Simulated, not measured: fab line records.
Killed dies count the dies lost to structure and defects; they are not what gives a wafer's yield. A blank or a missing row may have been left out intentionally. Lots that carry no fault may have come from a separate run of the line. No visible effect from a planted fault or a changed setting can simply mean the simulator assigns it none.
Problem report, 8D (eight disciplines) form, completed by code + flow nand-harc + the parts of the form that need people (team, actions taken, sign-off) are left out

== 1. PROBLEM STATEMENT ==
NHARC_END_SORT_01, killed-at-periphery: mean 12.0 over 1 wafer from 1 lot; wafers with no fault: 3.1, standard deviation 2.2. That is +4.0 standard deviations from the usual mean.
First observed at day 25 04:22: wafer L869.4, on prober-01. At this step, 4 wafers from 2 lots have a number in the record. The rule behind "out" and "out of limits": a value lying over 4 standard deviations away from the usual mean. Any other wafer with a number is counted as sound.

== 2. WHAT IT IS; WHAT IT IS NOT ==
| question                    | is                     | is not                                                                                                                                                                          |
|-----------------------------|------------------------|---------------------------------------------------------------------------------------------------------------------------------------------------------------------------------|
| which readings at this step | killed-at-periphery    | defect-limited-yield, killed-at-array, killed-at-other, killed-dies, killed-open, killed-short, sort_bin_3_pct, sort_bin_4_pct, sort-n-pass, sort-rim-yield-pct, sort-yield-pct |
| which lots                  | L869                   | L849                                                                                                                                                                            |
| which wafers of those lots  | all that have a number | -                                                                                                                                                                               |
| read on which gauges        | prober-01              | -                                                                                                                                                                               |
| when                        | from day 25 04:22      | up to then (3 sound wafers)                                                                                                                                                     |

== 3. THE SUSPECTS, EACH WITH WHAT RULES IT OUT ==
Counting: a tool at any process step up to the reading remains a suspect when it ran all the lots that are out and ran no sound lot after the first of those.
- the gauge at NHARC_END_SORT_01 is ruled out. All the wafers that are out were read on prober-01, but those of them that NHARC_P_M1_ETCH_15 has rows for are out there too, on other tools.
- rie-diel-13 at NHARC_P_M1_DESCUM_14 (chemistry O2, time 3 s): kept. It ran the lot that is out, L869 (day 11 08:46), and no sound lot after that.
- rie-diel-13 at NHARC_P_M1_ETCH_35 (etches the open film in N2/H2, target depth 40 nm, overetch 12 nm, time 43.94 s): kept. It ran the lot that is out, L869 (day 11 08:50), and no sound lot after that.
- rie-diel-13 at NHARC_P_M1_ETCH_15 (etches the open film in C4F8/Ar, target depth 182.5 nm, time 91.2 s): kept. It ran the lot that is out, L869 (day 11 08:55), and no sound lot after that. On those wafers its own readings are out: oes-product-au.
After the count, these remain: rie-diel-13 at NHARC_P_M1_DESCUM_14, rie-diel-13 at NHARC_P_M1_ETCH_35 and rie-diel-13 at NHARC_P_M1_ETCH_15.

== 4. THE CAUSE (what the simulator had put in) ==
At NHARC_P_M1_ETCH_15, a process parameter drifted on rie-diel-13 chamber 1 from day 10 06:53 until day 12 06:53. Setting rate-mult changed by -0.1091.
Of the 3 suspects that counting leaves, this tool is one.

== 5. THE CHAIN OF EFFECTS, in route order ==
Each row: a reading whose mean over the struck wafers that have a number lies more than 3 standard deviations from the usual. Only readings whose record carries a usual standard deviation are examined. hours: median over the lots of the time between each lot's start at the first step of this table that gives one and its start at this step. sigmas: the change, counted in usual standard deviations.
| hours | step               | reading             | usual      | on struck wafers | change | sigmas |
|-------|--------------------|---------------------|------------|------------------|--------|--------|
| 0     | NHARC_P_M1_ETCH_15 | oes-product-au      | 0.963 a.u. | 0.858            | -0.105 | -4.8   |
| 331   | NHARC_END_SORT_01  | killed-at-periphery | 3.1        | 12.0             | +8.9   | +4.0   |
Here are the process steps it includes:
- NHARC_P_M1_ETCH_15: etches the open film in C4F8/Ar, target depth 182.5 nm, time 91.2 s.

== 6. HOW IT WOULD HAVE BEEN CAUGHT EARLIER ==
357 hours passed between the start of the fault at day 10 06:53 and the first reading out of limits at a measuring or inspecting step in this record, taken at day 25 04:22.
Tool's own readings at NHARC_P_M1_ETCH_15, oes-product-au: out on all struck wafers the step has rows for; an alarm limit on them would have tripped on the first.
All the lots that are out (1) had begun NHARC_P_M1_ETCH_15 on rie-diel-13 by day 25 04:22. Holding the tool at that point would not have protected any of them.
